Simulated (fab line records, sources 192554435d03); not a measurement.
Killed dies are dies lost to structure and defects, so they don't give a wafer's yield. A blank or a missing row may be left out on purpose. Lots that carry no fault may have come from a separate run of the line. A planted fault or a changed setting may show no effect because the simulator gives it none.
Split-lot study -- flow n5-finfet -- 7 lots, 39 wafers read, on a route of 1938 steps

THE SPLIT
At N5_BEOL_M5_CVD_47 (deposits Co from CCTBA/H2, target thk 3 nm, time 216 s), the setting target-thk-a was moved away from the recipe's 30 angstrom on 12 of the 39 wafers read, by -33.4% to +45.5%. This setting was run at the recipe's value on the other wafers.

The split's own step is where the reading is taken.

THE READING
Co_of_BEOL_M5_CVD_47.thk-nm (the simulator's own value, which no gauge read), in nm, at N5_BEOL_M5_CVD_47 (deposits Co from CCTBA/H2, target thk 3 nm, time 216 s). The file gives no usual value for it. The 27 wafers here that ran the recipe average 3.0 nm, standard deviation 0.11 nm.

wafer,"tool, chamber at the split","target-thk-a as run, angstrom",against the recipe,"Co_of_BEOL_M5_CVD_47.thk-nm, nm",against lot-mates on the recipe
L074.1,"cvd-co-02, 1,0,1",30,recipe,3,-
L074.5,"cvd-co-02, 1,0,1",30,recipe,3,-
L074.6,"cvd-co-02, 1,0,1",30,recipe,3,-
L074.2,"cvd-co-02, 2,0,2",37.51,+25.0%,3.8,+0.8
L074.3,"cvd-co-02, 2,0,2",37.51,+25.0%,3.8,+0.8
L074.4,"cvd-co-02, 2,0,2",37.51,+25.0%,3.8,+0.8
L076.1,"cvd-co-02, 0,2,0",30,recipe,2.8,-
L076.4,"cvd-co-02, 0,2,0",30,recipe,2.8,-
L076.6,"cvd-co-02, 0,2,0",30,recipe,2.8,-
L076.2,"cvd-co-02, 2,1,1",30,recipe,3,-
L076.3,"cvd-co-02, 2,1,1",30,recipe,3,-
L076.5,"cvd-co-02, 2,1,1",30,recipe,3,-
L081.2,"cvd-co-01, 2",30,recipe,3.2,-
L081.6,"cvd-co-01, 2",30,recipe,3.2,-
L081.4,"cvd-co-01, 0",30,recipe,3,-
L084.1,"cvd-co-02, 2",43.66,+45.5%,4.2,+1.3
L084.5,"cvd-co-02, 2",43.66,+45.5%,4.2,+1.3
L084.2,"cvd-co-02, 0",43.66,+45.5%,4,+1.1
L084.3,"cvd-co-02, 1",30,recipe,3,-
L084.4,"cvd-co-02, 1",30,recipe,3,-
L084.6,"cvd-co-02, 0",30,recipe,2.8,-
L088.1,"cvd-co-01, 0,1,2,0,1",30,recipe,3,-
L088.2,"cvd-co-01, 0,1,2,0,1",30,recipe,3,-
L088.4,"cvd-co-01, 0,1,2,0,1",30,recipe,3,-
L088.5,"cvd-co-01, 0,1,2,0,1",30,recipe,3,-
L088.6,"cvd-co-01, 0,1,2,0,1",30,recipe,3,-
L088.3,"cvd-co-01, 2",30,recipe,3.2,-
L093.1,"cvd-co-01, 2,0",30,recipe,3,-
L093.6,"cvd-co-01, 2,0",30,recipe,3,-
L093.2,"cvd-co-01, 0",30,recipe,3.2,-
L093.3,"cvd-co-01, 1,2",23.75,-20.8%,2.4,-0.7
L093.5,"cvd-co-01, 1,2",23.75,-20.8%,2.4,-0.7
L093.4,"cvd-co-01, 1",23.75,-20.8%,2.6,-0.5
L097.1,"cvd-co-01, 0,0,1",19.97,-33.4%,2,-1.0
L097.4,"cvd-co-01, 0,0,1",19.97,-33.4%,2,-1.0
L097.6,"cvd-co-01, 0,0,1",19.97,-33.4%,2,-1.0
L097.2,"cvd-co-01, 2,1,2",30,recipe,3,-
L097.3,"cvd-co-01, 2,1,2",30,recipe,3,-
L097.5,"cvd-co-01, 2,1,2",30,recipe,3,-
When a row names more than one chamber, that row covers several wafers, and the file does not tell which wafer ran in which chamber.

FIT RESULTS
A straight line over all 39 wafers: Co_of_BEOL_M5_CVD_47.thk-nm changes by +0.0273 nm for each +1% of target-thk-a; r = +0.98; the points scatter about the line by 0.11 nm.
The same after taking each lot's own level away (the mean of its wafers on the recipe; 39 wafers): +0.0284 nm for each +1%; r = +0.99; scatter 0.088 nm.
On that fit, the largest move of target-thk-a shifts the reading by 1.3 nm.
Measured against the standard deviation above, the lots' own levels, which go from 2.90 to 3.13 nm, span 2.1 times it.
The two slopes are in agreement: the lot-to-lot level therefore moves the slope only a little.
Check: with one of the wafers moved furthest among these (+45.5%) left out of the fit, the line predicts +1.29 nm for it against its lot-mates. It came out at +1.27 nm against them.

THE OTHER SPLITS THESE WAFERS WENT THROUGH
Other splits were also applied to these wafers ahead of the reading. Each is held against what the fit with the lots' levels taken away leaves over:
other split on the same wafers,wafers away from the commonest value,r with Co_of_BEOL_M5_CVD_47.thk-nm (lot level and that fit taken away)
N5_FIN_SAQP_HM_DEP_72 time-s,12,+0.00
N5_SD_EPI_N_ETCH_45 target-depth-a,18,-0.18
N5_SD_EPI_P_EPI_21 epi-growth-time-s,18,-0.18
N5_MOL_CONTACT_COAG_ETCH_15 target-depth-a,15,-0.03
N5_BEOL_M1_ILD_DEP_00 time-s,15,+0.12
N5_BEOL_M2_ILD_DEP_00 time-s,15,-0.18

FILE'S OWN FIT
Co_of_BEOL_M5_CVD_47.thk-nm changes by +0.0284 nm for each +1% of target-thk-a, r = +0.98.
